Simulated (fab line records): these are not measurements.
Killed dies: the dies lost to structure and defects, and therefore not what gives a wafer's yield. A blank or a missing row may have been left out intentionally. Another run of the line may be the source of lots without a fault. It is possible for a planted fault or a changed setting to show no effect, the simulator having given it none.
fab line records / flow n5Finfet
record: lots: 5 wafers: 15 lastDay: 19
route steps=1938 shown BEOL_M12@1641 PASSIVATION@1936
lots that met no fault: taken from a fault-free run of the same line
startH: hours from the record's first day to the start of the lot's first wafer shown / waitH: how many hours have passed since the lot's step before this one / " identical to the entry in the row above / L1.1+2: a single row standing in for several wafers / - either no value or no given start / * or withheld: withheld / < > ~ a bound
route shown NAME@n: NAME is a module with steps in the file, n the number in the route of the first one / usual: the fault-free wafers' mean and standard deviation / same: alike in all rows / chamber/n: place in a boat / sites: the reading at each site / _std_site: standard deviation across them / _edge_site: the outer-site mean with the inner-site mean subtracted / radiusMm: for every site, how far away it sits from the centre of the wafer / mask NAME#n: copy n / behind: the tool/chamber that last shaped the wafer / hold: cause of the lot's hold/its duration in hours/its outcome / device: whichever transistor did not switch (one of n, p or np) / end of line: at the end of the route, the tests of the same wafers / where a step has no rows: the recipe by itself / killed: the dies lost at the first sort to structure and to defects; this is not the yield of the wafer / map: a wafer's dies, x killed, . not, _ none there
set.NAME: the setting that was run; set.NAME@STEP: the one run at that earlier step / model.NAME: the simulator's own value behind a step, which no gauge read
lots at selected steps of the route; one table per step, one row per wafer
services: the hour from which a tool's chamber was out of use, counted from the record's first day as startH (under 0 if before that day), plus the number of hours and why
== steps ==
step: N5_BEOL_M12_OCD_MEAS_35
usual: trenchDepthNm: 319/5.3
lot.wafer=L354.3 tool=ocd-01 chamber=- startH=242.05 waitH=0.0 trenchDepthNm=313
lot.wafer=L354.4 tool=ocd-01 chamber=- startH=242.05 waitH=0.0 trenchDepthNm=324
lot.wafer=L354.6 tool=ocd-01 chamber=- startH=242.05 waitH=0.0 trenchDepthNm=315
lot.wafer=L363.1 tool=ocd-02 chamber=- startH=287.77 waitH=0.0 trenchDepthNm=317
lot.wafer=L363.3 tool=ocd-02 chamber=- startH=287.77 waitH=0.0 trenchDepthNm=321
lot.wafer=L363.4 tool=ocd-02 chamber=- startH=287.77 waitH=0.0 trenchDepthNm=323
lot.wafer=L365.1 tool=ocd-02 chamber=- startH=315.42 waitH=0.0 trenchDepthNm=315
lot.wafer=L365.2 tool=ocd-02 chamber=- startH=315.42 waitH=0.0 trenchDepthNm=327
lot.wafer=L365.3 tool=ocd-02 chamber=- startH=315.42 waitH=0.0 trenchDepthNm=330
lot.wafer=L371.1 tool=ocd-02 chamber=- startH=384.11 waitH=0.0 trenchDepthNm=318
lot.wafer=L371.2 tool=ocd-02 chamber=- startH=384.11 waitH=0.0 trenchDepthNm=313
lot.wafer=L371.4 tool=ocd-02 chamber=- startH=384.11 waitH=0.0 trenchDepthNm=318
lot.wafer=L373.1 tool=ocd-01 chamber=- startH=427.55 waitH=0.0 trenchDepthNm=324
lot.wafer=L373.4 tool=ocd-01 chamber=- startH=427.55 waitH=0.0 trenchDepthNm=319
lot.wafer=L373.5 tool=ocd-01 chamber=- startH=427.55 waitH=0.0 trenchDepthNm=324
step: N5_BEOL_M12_STRIP_37
recipe: chemistry: N2/H2 powerW: 1000 tempC: 250 h2Frac: 0.65 overashFraction: 0.3 pressureMtorr: withheld n2FlowSccm: 1750 h2FlowSccm: 3250
usual: drypumpMotorCurrentA: 5.7/0.43 heaterPowerW: 352/31 oesProductAu: 0.789/0.011
lot.wafer=L354.3 tool=plasmaAsher-02 chamber=1 startH=242.11 waitH=0.1 drypumpMotorCurrentA=5.7 heaterPowerW=367 oesProductAu=0.798 rfHoursCounterH=-
lot.wafer=L354.4 tool=plasmaAsher-02 chamber=0 startH=242.11 waitH=0.1 drypumpMotorCurrentA=6.5 heaterPowerW=371 oesProductAu=0.797 rfHoursCounterH=-
lot.wafer=L354.6 tool=plasmaAsher-02 chamber=0 startH=242.11 waitH=0.1 drypumpMotorCurrentA=6.4 heaterPowerW=377 oesProductAu=0.773 rfHoursCounterH=-
lot.wafer=L363.1 tool=plasmaAsher-02 chamber=0 startH=287.81 waitH=0.0 drypumpMotorCurrentA=6.5 heaterPowerW=375 oesProductAu=0.774 rfHoursCounterH=130
lot.wafer=L363.3 tool=plasmaAsher-02 chamber=1 startH=287.81 waitH=0.0 drypumpMotorCurrentA=5.7 heaterPowerW=366 oesProductAu=0.792 rfHoursCounterH=-
lot.wafer=L363.4 tool=plasmaAsher-02 chamber=0 startH=287.81 waitH=0.0 drypumpMotorCurrentA=6.5 heaterPowerW=384 oesProductAu=0.794 rfHoursCounterH=-
lot.wafer=L365.1 tool=plasmaAsher-01 chamber=1 startH=315.46 waitH=0.0 drypumpMotorCurrentA=5.3 heaterPowerW=301 oesProductAu=0.788 rfHoursCounterH=83
lot.wafer=L365.2 tool=plasmaAsher-01 chamber=0 startH=315.46 waitH=0.0 drypumpMotorCurrentA=5.6 heaterPowerW=368 oesProductAu=0.794 rfHoursCounterH=83
lot.wafer=L365.3 tool=plasmaAsher-01 chamber=0 startH=315.46 waitH=0.0 drypumpMotorCurrentA=5.5 heaterPowerW=380 oesProductAu=0.775 rfHoursCounterH=-
lot.wafer=L371.1 tool=plasmaAsher-02 chamber=1 startH=384.15 waitH=0.0 drypumpMotorCurrentA=5.7 heaterPowerW=360 oesProductAu=0.784 rfHoursCounterH=147
lot.wafer=L371.2 tool=plasmaAsher-02 chamber=0 startH=384.15 waitH=0.0 drypumpMotorCurrentA=6.4 heaterPowerW=380 oesProductAu=0.800 rfHoursCounterH=147
lot.wafer=L371.4 tool=plasmaAsher-02 chamber=1 startH=384.15 waitH=0.0 drypumpMotorCurrentA=5.7 heaterPowerW=363 oesProductAu=0.803 rfHoursCounterH=-
lot.wafer=L373.1 tool=plasmaAsher-01 chamber=1 startH=427.59 waitH=0.0 drypumpMotorCurrentA=5.3 heaterPowerW=297 oesProductAu=0.780 rfHoursCounterH=106
lot.wafer=L373.4 tool=plasmaAsher-01 chamber=0 startH=427.59 waitH=0.0 drypumpMotorCurrentA=5.6 heaterPowerW=368 oesProductAu=0.797 rfHoursCounterH=-
lot.wafer=L373.5 tool=plasmaAsher-01 chamber=1 startH=427.59 waitH=0.0 drypumpMotorCurrentA=5.3 heaterPowerW=305 oesProductAu=0.804 rfHoursCounterH=-
step: N5_BEOL_M12_ETCH_38
recipe: chemistry: CF4/N2 target: SiCN targetDepthA: 687 taperDeg: 2 timeS: 73.4 ionEnergyEv: 150 maskMaterial: SiO2 pressureMtorr: 40 sourceW: 430 biasW: 70 Ar_flow_sccm: 100 cf4FlowSccm: 60 n2FlowSccm: 60
usual: drypumpMotorCurrentA: 5.8/0.43 oesProductAu: 0.84/0.11 rfVppV: 382.7/2.3 showerheadPlenumPTorr: 2.23/0.086 throttleValvePct: 15.35/0.29
same: timeS: 73.4
lot.wafer=L354.3 tool=rieDiel-03 chamber=1 startH=242.46 waitH=- drypumpMotorCurrentA=6.1 oesProductAu=0.94 rfHoursCounterH=16 rfVppV=381.1 showerheadPlenumPTorr=2.17 throttleValvePct=14.88
lot.wafer=L354.4 tool=rieDiel-03 chamber=2 startH=242.46 waitH=- drypumpMotorCurrentA=5.2 oesProductAu=0.96 rfHoursCounterH=6 rfVppV=380.9 showerheadPlenumPTorr=2.17 throttleValvePct=15.29
lot.wafer=L354.6 tool=rieDiel-03 chamber=3 startH=242.46 waitH=- drypumpMotorCurrentA=5.1 oesProductAu=0.69 rfHoursCounterH=- rfVppV=380.5 showerheadPlenumPTorr=2.10 throttleValvePct=15.78
lot.wafer=L363.1 tool=rieDiel-01 chamber=3 startH=288.48 waitH=- drypumpMotorCurrentA=5.7 oesProductAu=0.85 rfHoursCounterH=47 rfVppV=383.6 showerheadPlenumPTorr=2.35 throttleValvePct=15.74
lot.wafer=L363.3 tool=rieDiel-01 chamber=0 startH=288.48 waitH=- drypumpMotorCurrentA=5.2 oesProductAu=0.75 rfHoursCounterH=138 rfVppV=384.5 showerheadPlenumPTorr=2.30 throttleValvePct=15.47
lot.wafer=L363.4 tool=rieDiel-01 chamber=1 startH=288.48 waitH=- drypumpMotorCurrentA=6.1 oesProductAu=0.84 rfHoursCounterH=74 rfVppV=383.1 showerheadPlenumPTorr=2.23 throttleValvePct=15.23
lot.wafer=L365.1 tool=rieDiel-03 chamber=3 startH=315.58 waitH=- drypumpMotorCurrentA=5.1 oesProductAu=0.67 rfHoursCounterH=242 rfVppV=380.5 showerheadPlenumPTorr=2.09 throttleValvePct=15.83
lot.wafer=L365.2 tool=rieDiel-03 chamber=1 startH=315.58 waitH=- drypumpMotorCurrentA=6.1 oesProductAu=0.89 rfHoursCounterH=36 rfVppV=378.8 showerheadPlenumPTorr=2.16 throttleValvePct=14.93
lot.wafer=L365.3 tool=rieDiel-03 chamber=3 startH=315.58 waitH=- drypumpMotorCurrentA=5.1 oesProductAu=0.67 rfHoursCounterH=- rfVppV=381.1 showerheadPlenumPTorr=2.09 throttleValvePct=15.84
lot.wafer=L371.1 tool=rieDiel-03 chamber=1 startH=385.40 waitH=- drypumpMotorCurrentA=6.1 oesProductAu=0.86 rfHoursCounterH=61 rfVppV=379.3 showerheadPlenumPTorr=2.15 throttleValvePct=14.97
lot.wafer=L371.2 tool=rieDiel-03 chamber=2 startH=385.40 waitH=- drypumpMotorCurrentA=5.2 oesProductAu=0.86 rfHoursCounterH=52 rfVppV=380.7 showerheadPlenumPTorr=2.15 throttleValvePct=15.39
lot.wafer=L371.4 tool=rieDiel-03 chamber=3 startH=385.40 waitH=- drypumpMotorCurrentA=5.1 oesProductAu=0.93 rfHoursCounterH=11 rfVppV=385.4 showerheadPlenumPTorr=2.34 throttleValvePct=15.34
lot.wafer=L373.1 tool=rieDiel-03 chamber=2 startH=429.12 waitH=- drypumpMotorCurrentA=5.2 oesProductAu=0.84 rfHoursCounterH=68 rfVppV=380.7 showerheadPlenumPTorr=2.15 throttleValvePct=15.41
lot.wafer=L373.4 tool=rieDiel-03 chamber=1 startH=429.12 waitH=- drypumpMotorCurrentA=6.1 oesProductAu=0.83 rfHoursCounterH=77 rfVppV=381.2 showerheadPlenumPTorr=2.15 throttleValvePct=15.01
lot.wafer=L373.5 tool=rieDiel-03 chamber=0 startH=429.12 waitH=- drypumpMotorCurrentA=6.2 oesProductAu=0.87 rfHoursCounterH=- rfVppV=382.9 showerheadPlenumPTorr=2.25 throttleValvePct=15.33
step: N5_BEOL_M12_PRECLEAN_39
recipe: chemistry: residueRemover timeS: 60 tempC: 40
step: N5_BEOL_M12_SRD_40
recipe: timeS: 30 tempC: 23 rinseLiquid: diw dry: n2Spin spinRpm: 1500 dryTimeS: 30
step: N5_BEOL_M12_DEGAS_41
recipe: ambient: vacuum tempC: 250 timeS: 60
step: N5_BEOL_M12_PRE_CLEAN_42
recipe: gas: H2/He timeS: 30 tempC: 250
step: N5_BEOL_M12_SPUTTER_43
recipe: material: TaN targetThkA: 150 tempC: 50 biasV: 168.6 powerW: 15000 chamberPressurePa: 0.12 timeS: 24.19
step: N5_BEOL_M12_SPUTTER_44
recipe: material: Ta targetThkA: 100 tempC: 50 biasV: 80 powerW: 15000 chamberPressurePa: 0.07 timeS: 16.13
usual: biasV: 80.1/0.84 chamberPressurePa: 0.06998/0.00013 throttleValvePct: 30.7/1.3
same: timeS: 16.13
lot.wafer=L354.3 tool=pvdSputter-02 chamber=- startH=243.13 waitH=0.0 biasV=79.6 chamberPressurePa=0.06998 throttleValvePct=30.7
lot.wafer=L354.4 tool=pvdSputter-02 chamber=- startH=243.13 waitH=0.0 biasV=79.5 chamberPressurePa=0.06985 throttleValvePct=31.9
lot.wafer=L354.6 tool=pvdSputter-02 chamber=- startH=243.13 waitH=0.0 biasV=80.1 chamberPressurePa=0.07006 throttleValvePct=30.5
lot.wafer=L363.1 tool=pvdSputter-01 chamber=- startH=288.83 waitH=0.0 biasV=79.7 chamberPressurePa=0.07005 throttleValvePct=32.5
lot.wafer=L363.3 tool=pvdSputter-01 chamber=- startH=288.83 waitH=0.0 biasV=79.7 chamberPressurePa=0.06998 throttleValvePct=31.4
lot.wafer=L363.4 tool=pvdSputter-01 chamber=- startH=288.83 waitH=0.0 biasV=79.5 chamberPressurePa=0.06992 throttleValvePct=31.0
lot.wafer=L365.1 tool=pvdSputter-03 chamber=- startH=318.26 waitH=0.0 biasV=81.6 chamberPressurePa=0.06993 throttleValvePct=29.3
lot.wafer=L365.2 tool=pvdSputter-03 chamber=- startH=318.26 waitH=0.0 biasV=79.7 chamberPressurePa=0.06989 throttleValvePct=30.4
lot.wafer=L365.3 tool=pvdSputter-03 chamber=- startH=318.26 waitH=0.0 biasV=80.0 chamberPressurePa=0.07007 throttleValvePct=29.2
lot.wafer=L371.1 tool=pvdSputter-01 chamber=- startH=388.13 waitH=0.0 biasV=80.3 chamberPressurePa=0.07002 throttleValvePct=32.7
lot.wafer=L371.2 tool=pvdSputter-01 chamber=- startH=388.13 waitH=0.0 biasV=82.0 chamberPressurePa=0.06984 throttleValvePct=31.1
lot.wafer=L371.4 tool=pvdSputter-01 chamber=- startH=388.13 waitH=0.0 biasV=79.9 chamberPressurePa=0.07004 throttleValvePct=31.1
lot.wafer=L373.1 tool=pvdSputter-01 chamber=- startH=431.58 waitH=0.0 biasV=80.5 chamberPressurePa=0.06994 throttleValvePct=30.9
lot.wafer=L373.4 tool=pvdSputter-01 chamber=- startH=431.58 waitH=0.0 biasV=79.6 chamberPressurePa=0.06988 throttleValvePct=31.4
lot.wafer=L373.5 tool=pvdSputter-01 chamber=- startH=431.58 waitH=0.0 biasV=80.6 chamberPressurePa=0.07003 throttleValvePct=32.7
step: N5_BEOL_M12_SPUTTER_45
recipe: material: Cu targetThkA: 800 tempC: -20 biasV: 60 powerW: 26000 chamberPressurePa: 0.13 timeS: 13.33
usual: biasV: 60.0/0.56 chamberPressurePa: 0.12998/0.00028 chuckSensorTempC: -15.94/0.28 throttleValvePct: 30.7/1.4
same: timeS: 13.33
lot.wafer=L354.3 tool=pvdSputter-02 chamber=- startH=243.21 waitH=0.0 biasV=60.3 chamberPressurePa=0.1302 chuckSensorTempC=-16.27 throttleValvePct=30.3
lot.wafer=L354.4 tool=pvdSputter-02 chamber=- startH=243.21 waitH=0.0 biasV=60.2 chamberPressurePa=0.13011 chuckSensorTempC=-16.15 throttleValvePct=31.7
lot.wafer=L354.6 tool=pvdSputter-02 chamber=- startH=243.21 waitH=0.0 biasV=60.2 chamberPressurePa=0.12998 chuckSensorTempC=-16.34 throttleValvePct=30.4
lot.wafer=L363.1 tool=pvdSputter-01 chamber=- startH=288.91 waitH=0.0 biasV=60.0 chamberPressurePa=0.12996 chuckSensorTempC=-15.79 throttleValvePct=32.5
lot.wafer=L363.3 tool=pvdSputter-01 chamber=- startH=288.91 waitH=0.0 biasV=59.2 chamberPressurePa=0.13009 chuckSensorTempC=-16.26 throttleValvePct=31.4
lot.wafer=L363.4 tool=pvdSputter-01 chamber=- startH=288.91 waitH=0.0 biasV=60.4 chamberPressurePa=0.12975 chuckSensorTempC=-16.00 throttleValvePct=30.9
lot.wafer=L365.1 tool=pvdSputter-03 chamber=- startH=318.34 waitH=0.0 biasV=59.8 chamberPressurePa=0.13025 chuckSensorTempC=-15.53 throttleValvePct=29.1
lot.wafer=L365.2 tool=pvdSputter-03 chamber=- startH=318.34 waitH=0.0 biasV=60.4 chamberPressurePa=0.12975 chuckSensorTempC=-15.95 throttleValvePct=30.2
lot.wafer=L365.3 tool=pvdSputter-03 chamber=- startH=318.34 waitH=0.0 biasV=60.7 chamberPressurePa=0.13041 chuckSensorTempC=-15.59 throttleValvePct=28.8
lot.wafer=L371.1 tool=pvdSputter-01 chamber=- startH=388.21 waitH=0.0 biasV=60.0 chamberPressurePa=0.12965 chuckSensorTempC=-15.56 throttleValvePct=32.8
lot.wafer=L371.2 tool=pvdSputter-01 chamber=- startH=388.21 waitH=0.0 biasV=59.3 chamberPressurePa=0.12964 chuckSensorTempC=-16.39 throttleValvePct=31.1
lot.wafer=L371.4 tool=pvdSputter-01 chamber=- startH=388.21 waitH=0.0 biasV=60.6 chamberPressurePa=0.12972 chuckSensorTempC=-16.09 throttleValvePct=31.0
lot.wafer=L373.1 tool=pvdSputter-01 chamber=- startH=431.66 waitH=0.0 biasV=60.3 chamberPressurePa=0.13081 chuckSensorTempC=-15.98 throttleValvePct=31.2
lot.wafer=L373.4 tool=pvdSputter-01 chamber=- startH=431.66 waitH=0.0 biasV=59.8 chamberPressurePa=0.13009 chuckSensorTempC=-16.19 throttleValvePct=31.5
lot.wafer=L373.5 tool=pvdSputter-01 chamber=- startH=431.66 waitH=0.0 biasV=59.6 chamberPressurePa=0.12975 chuckSensorTempC=-15.65 throttleValvePct=32.4
step: N5_BEOL_M12_ECD_47
recipe: material: Cu targetThkA: 7200
step: N5_BEOL_M12_ANNEAL_48
recipe: tempC: 225 timeS: 90 ambient: N2
usual: wafer_temp_C_max: 225.79/0.22
same: timeS: 90
lot.wafer=L354.3 tool=rtpAnneal-02 chamber=0 startH=243.88 waitH=0.5 wafer_temp_C_max=225.77
lot.wafer=L354.4 tool=rtpAnneal-02 chamber=0 startH=243.88 waitH=0.5 wafer_temp_C_max=225.93
lot.wafer=L354.6 tool=rtpAnneal-02 chamber=0 startH=243.88 waitH=0.5 wafer_temp_C_max=225.66
lot.wafer=L363.1 tool=rtpAnneal-02 chamber=0 startH=289.17 waitH=0.1 wafer_temp_C_max=225.71
lot.wafer=L363.3 tool=rtpAnneal-02 chamber=0 startH=289.17 waitH=0.1 wafer_temp_C_max=225.68
lot.wafer=L363.4 tool=rtpAnneal-02 chamber=0 startH=289.17 waitH=0.1 wafer_temp_C_max=225.50
lot.wafer=L365.1 tool=rtpAnneal-02 chamber=0 startH=318.60 waitH=0.1 wafer_temp_C_max=225.63
lot.wafer=L365.2 tool=rtpAnneal-02 chamber=0 startH=318.60 waitH=0.1 wafer_temp_C_max=225.32
lot.wafer=L365.3 tool=rtpAnneal-02 chamber=0 startH=318.60 waitH=0.1 wafer_temp_C_max=225.63
lot.wafer=L371.1 tool=rtpAnneal-01 chamber=0 startH=388.47 waitH=0.1 wafer_temp_C_max=226.23
lot.wafer=L371.2 tool=rtpAnneal-01 chamber=0 startH=388.47 waitH=0.1 wafer_temp_C_max=225.86
lot.wafer=L371.4 tool=rtpAnneal-01 chamber=0 startH=388.47 waitH=0.1 wafer_temp_C_max=225.86
lot.wafer=L373.1 tool=rtpAnneal-01 chamber=0 startH=431.92 waitH=0.1 wafer_temp_C_max=225.75
lot.wafer=L373.4 tool=rtpAnneal-01 chamber=0 startH=431.92 waitH=0.1 wafer_temp_C_max=226.22
lot.wafer=L373.5 tool=rtpAnneal-01 chamber=0 startH=431.92 waitH=0.1 wafer_temp_C_max=226.10
step: N5_BEOL_M12_CMP_49
recipe: stopOn: SiOC tOverpolishS: 20.6 downForcePsi: 1 platenRpm: 50 clearingPlatenDownForcePsi: 1.5 clearingPlatenRpm: 50 postCmpClean: cuAlkaline targetThkNm: 320 clearingPlatenPadVelocityMS: 0.99484 padVelocityMS: 0.99484
usual: barrierFieldEndpointS: 30.4/0.71 headPressurePsi: 0.9997/0.0023 motorCurrentA: 6.0/0.71 overpolishRunS: 20.599/0.0086 slurryFilterDpKPa: 13.48/0.13
lot.wafer=L354.4 tool=cmp-02 chamber=1 startH=244.19 waitH=0.2 barrierFieldEndpointS=30.7 headPressurePsi=0.9989 motorCurrentA=5.8 overpolishRunS=20.590 slurryFilterDpKPa=13.37
lot.wafer=L354.3 tool=cmp-02 chamber=2 startH=244.19 waitH=0.2 barrierFieldEndpointS=30.7 headPressurePsi=1.0007 motorCurrentA=6.1 overpolishRunS=20.600 slurryFilterDpKPa=13.54
lot.wafer=L354.6 tool=cmp-02 chamber=0 startH=244.19 waitH=0.2 barrierFieldEndpointS=31.2 headPressurePsi=1.0041 motorCurrentA=6.5 overpolishRunS=20.605 slurryFilterDpKPa=13.66
lot.wafer=L363.3 tool=cmp-01 chamber=0 startH=289.54 waitH=0.2 barrierFieldEndpointS=31.7 headPressurePsi=0.9996 motorCurrentA=6.3 overpolishRunS=20.600 slurryFilterDpKPa=13.56
lot.wafer=L363.4 tool=cmp-01 chamber=1 startH=289.54 waitH=0.2 barrierFieldEndpointS=29.7 headPressurePsi=1.0043 motorCurrentA=5.6 overpolishRunS=20.591 slurryFilterDpKPa=13.73
lot.wafer=L363.1 tool=cmp-01 chamber=2 startH=289.54 waitH=0.2 barrierFieldEndpointS=30.8 headPressurePsi=0.9989 motorCurrentA=6.6 overpolishRunS=20.611 slurryFilterDpKPa=13.57
lot.wafer=L365.2 tool=cmp-01 chamber=2 startH=318.90 waitH=0.2 barrierFieldEndpointS=30.0 headPressurePsi=0.9993 motorCurrentA=6.5 overpolishRunS=20.590 slurryFilterDpKPa=13.42
lot.wafer=L365.1 tool=cmp-01 chamber=0 startH=318.90 waitH=0.2 barrierFieldEndpointS=42.7 headPressurePsi=0.7068 motorCurrentA=5.9 overpolishRunS=20.615 slurryFilterDpKPa=13.55
lot.wafer=L365.3 tool=cmp-01 chamber=1 startH=318.90 waitH=0.2 barrierFieldEndpointS=29.0 headPressurePsi=1.0011 motorCurrentA=5.8 overpolishRunS=20.585 slurryFilterDpKPa=13.37
lot.wafer=L371.1 tool=cmp-03 chamber=3 startH=389.08 waitH=0.5 barrierFieldEndpointS=30.7 headPressurePsi=1.0013 motorCurrentA=6.8 overpolishRunS=20.599 slurryFilterDpKPa=13.60
lot.wafer=L371.2 tool=cmp-03 chamber=0 startH=389.08 waitH=0.5 barrierFieldEndpointS=30.8 headPressurePsi=1.0029 motorCurrentA=5.2 overpolishRunS=20.597 slurryFilterDpKPa=13.53
lot.wafer=L371.4 tool=cmp-03 chamber=1 startH=389.08 waitH=0.5 barrierFieldEndpointS=30.5 headPressurePsi=0.9983 motorCurrentA=4.6 overpolishRunS=20.602 slurryFilterDpKPa=13.24
lot.wafer=L373.4 tool=cmp-03 chamber=3 startH=432.22 waitH=0.1 barrierFieldEndpointS=31.2 headPressurePsi=0.9961 motorCurrentA=7.0 overpolishRunS=20.593 slurryFilterDpKPa=13.47
lot.wafer=L373.1 tool=cmp-03 chamber=1 startH=432.22 waitH=0.1 barrierFieldEndpointS=30.1 headPressurePsi=0.9985 motorCurrentA=4.6 overpolishRunS=20.604 slurryFilterDpKPa=13.52
lot.wafer=L373.5 tool=cmp-03 chamber=0 startH=432.22 waitH=0.1 barrierFieldEndpointS=30.1 headPressurePsi=1.0034 motorCurrentA=5.2 overpolishRunS=20.602 slurryFilterDpKPa=13.33
step: N5_PASSIVATION_PROBE_49
usual: defectLimitedYield: 91.3/1.7 killed_at_M0_to_M3: 33/9.9 killed_at_M4_up: 14/6.4 killedAtContacts: 12/7 killedAtFrontEnd: 41/13 killedAtOther: 3.1/2.9 killedDies: 103/20 killedOpen: 67/14 killedShort: 34/9.4 sort_bin_5_function: 5.1/1.1 sort_bin_6_memory: 3.2/0.79 sort_bin_8_speed: 0.02/0.15 sortNPass: 1077/21 sortYieldPct: 91.2/1.7
same: grossDies: 1180 killedAtBackSide: 0 sort_bin_4_leakage[%]: 0
lot.wafer=L354.3 tool=prober-01 chamber=- startH=277.66 waitH=0.1 defectLimitedYield[%]=90.8 killed_at_M0_to_M3=37 killed_at_M4_up=12 killedAtContacts=17 killedAtFrontEnd=43 killedAtOther=0 killedDies=109 killedOpen=71 killedShort=38 sort_bin_5_function[%]=6.2 sort_bin_6_memory[%]=2.8 sort_bin_8_speed[%]=0 sortNPass=1071 sortYieldPct[%]=90.8
lot.wafer=L354.4 tool=prober-01 chamber=- startH=277.71 waitH=0.2 defectLimitedYield[%]=92.5 killed_at_M0_to_M3=29 killed_at_M4_up=13 killedAtContacts=15 killedAtFrontEnd=29 killedAtOther=2 killedDies=88 killedOpen=50 killedShort=36 sort_bin_5_function[%]=3.5 sort_bin_6_memory[%]=3.5 sort_bin_8_speed[%]=0 sortNPass=1092 sortYieldPct[%]=92.5
lot.wafer=L354.6 tool=prober-01 chamber=- startH=277.81 waitH=0.3 defectLimitedYield[%]=88.4 killed_at_M0_to_M3=48 killed_at_M4_up=20 killedAtContacts=21 killedAtFrontEnd=47 killedAtOther=1 killedDies=137 killedOpen=86 killedShort=51 sort_bin_5_function[%]=7.5 sort_bin_6_memory[%]=3.7 sort_bin_8_speed[%]=0 sortNPass=1043 sortYieldPct[%]=88.4
lot.wafer=L365.1 tool=prober-02 chamber=- startH=351.40 waitH=0.0 defectLimitedYield[%]=93.3 killed_at_M0_to_M3=31 killed_at_M4_up=11 killedAtContacts=10 killedAtFrontEnd=22 killedAtOther=5 killedDies=79 killedOpen=50 killedShort=27 sort_bin_5_function[%]=4.1 sort_bin_6_memory[%]=2.3 sort_bin_8_speed[%]=0.08 sortNPass=1101 sortYieldPct[%]=93.3
lot.wafer=L365.2 tool=prober-02 chamber=- startH=351.45 waitH=0.1 defectLimitedYield[%]=94.1 killed_at_M0_to_M3=32 killed_at_M4_up=5 killedAtContacts=2 killedAtFrontEnd=30 killedAtOther=1 killedDies=70 killedOpen=44 killedShort=25 sort_bin_5_function[%]=3.6 sort_bin_6_memory[%]=2.1 sort_bin_8_speed[%]=0.08 sortNPass=1110 sortYieldPct[%]=94.1
lot.wafer=L365.3 tool=prober-02 chamber=- startH=351.50 waitH=0.1 defectLimitedYield[%]=92.0 killed_at_M0_to_M3=37 killed_at_M4_up=11 killedAtContacts=14 killedAtFrontEnd=30 killedAtOther=2 killedDies=94 killedOpen=59 killedShort=35 sort_bin_5_function[%]=5.4 sort_bin_6_memory[%]=2.2 sort_bin_8_speed[%]=0 sortNPass=1086 sortYieldPct[%]=92.0
killed by level:class
L354.3 MOL_CONTACT_COAG:geometricParticle:open=15 BEOL_M0_SAQP:geometricParticle:open=14 FIN_SAQP:geometricParticle:short=13 BEOL_M0_SAQP:geometricParticle:short=13 FIN_SAQP:geometricParticle:open=11 BEOL_M4:geometricParticle:open=8 BEOL_M2:geometricParticle:open=5 STARTING-WAFER:geometricParticle:short=3
L354.4 MOL_CONTACT_COAG:geometricParticle:open=10 BEOL_M2:geometricParticle:open=8 FIN_SAQP:geometricParticle:short=6 BEOL_M3:geometricParticle:open=6 MOL_CONTACT_COAG:geometricParticle:short=5 BEOL_M4:geometricParticle:short=5 BEOL_M4:geometricParticle:open=4 STARTING-WAFER:geometricParticle:short=4
L354.6 FIN_SAQP:geometricParticle:short=18 FIN_SAQP:geometricParticle:open=15 MOL_CONTACT_COAG:geometricParticle:open=15 BEOL_M0_SAQP:geometricParticle:short=12 BEOL_M3:geometricParticle:open=12 BEOL_M4:geometricParticle:open=11 BEOL_M0_SAQP:geometricParticle:open=10 MOL_CONTACT_COAG:geometricParticle:short=6
L365.1 BEOL_M2:geometricParticle:open=9 MOL_CONTACT_COAG:geometricParticle:open=6 BEOL_M4:geometricParticle:open=6 BEOL_M0_SAQP:geometricParticle:open=5 FIN_SAQP:geometricParticle:short=4 MOL_CONTACT_COAG:geometricParticle:short=4 BEOL_M0_SAQP:geometricParticle:short=4 BEOL_M2:geometricParticle:short=4
L365.2 BEOL_M2:geometricParticle:open=9 FIN_SAQP:geometricParticle:short=8 DUMMY_GATE:geometricParticle:open=7 BEOL_M0_SAQP:geometricParticle:open=7 BEOL_M0_SAQP:geometricParticle:short=6 STI_FIN_REVEAL:geometricParticle:open=4 FIN_SAQP:geometricParticle:open=3 BEOL_M1:geometricParticle:open=3
L365.3 MOL_CONTACT_COAG:geometricParticle:open=11 FIN_SAQP:geometricParticle:open=9 FIN_SAQP:geometricParticle:short=9 BEOL_M0_SAQP:geometricParticle:short=9 BEOL_M1:geometricParticle:open=8 BEOL_M4:geometricParticle:open=7 BEOL_M0_SAQP:geometricParticle:open=5 BEOL_M2:geometricParticle:short=5
== services ==
tool=cmp-03 chamber=- startH=241.95 hours=4.0 kind=pm
tool=rieDiel-03 chamber=0 startH=258.93 hours=7.9 kind=repair
tool=rieDiel-03 chamber=1 startH=266.71 hours=8.6 kind=repair
tool=pvdSputter-02 chamber=- startH=269.38 hours=29.2 kind=repair
tool=cmp-01 chamber=- startH=281.83 hours=4.0 kind=pm
tool=rieDiel-03 chamber=1 startH=289.50 hours=8.2 kind=repair
tool=cmp-03 chamber=- startH=305.92 hours=0.2 kind=repair
tool=rieDiel-03 chamber=2 startH=309.62 hours=9.7 kind=repair
tool=cmp-01 chamber=- startH=337.59 hours=2.7 kind=repair
tool=cmp-03 chamber=- startH=349.19 hours=5.2 kind=pm
tool=pvdSputter-03 chamber=- startH=355.87 hours=6.6 kind=repair
tool=cmp-01 chamber=- startH=365.38 hours=5.4 kind=repair
tool=cmp-01 chamber=- startH=372.09 hours=3.6 kind=repair
tool=cmp-03 chamber=- startH=375.72 hours=6.1 kind=pm
tool=plasmaAsher-02 chamber=- startH=384.29 hours=2.8 kind=pm
tool=cmp-03 chamber=- startH=389.39 hours=9.9 kind=pm
tool=pvdSputter-02 chamber=- startH=394.55 hours=4.0 kind=repair
tool=rieDiel-03 chamber=0 startH=412.68 hours=1.7 kind=repair
tool=rieDiel-03 chamber=- startH=415.85 hours=0.5 kind=repair
tool=cmp-01 chamber=- startH=416.35 hours=11.4 kind=repair
tool=rieDiel-03 chamber=0 startH=418.15 hours=8.2 kind=repair
tool=pvdSputter-02 chamber=- startH=431.01 hours=1.0 kind=repair
tool=cmp-01 chamber=- startH=431.56 hours=6.6 kind=pm
tool=plasmaAsher-01 chamber=- startH=431.92 hours=14.6 kind=pm
== key ==
firstSign: step: N5_BEOL_M12_CMP_49 reading: headPressurePsi direction: down sigmas: 99+ usual: 0.9997 struck: 0.7068
effect: step: N5_BEOL_M12_CMP_49 reading: barrierFieldEndpointS direction: up sigmas: 17 usual: 30.4 struck: 42.7
metAt N5_BEOL_M12_CMP_49
struckWafers L365.1
onsetBetween 289.54 318.90
fault: kind: processParameterDrift tool: cmp-01 chamber: 0 onsetH: 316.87 steps: N5_BEOL_M12_CMP_49 channel: downForcePsi offset: -0.29363 shape: step actsIn: theseRecipesOnly stated: 1
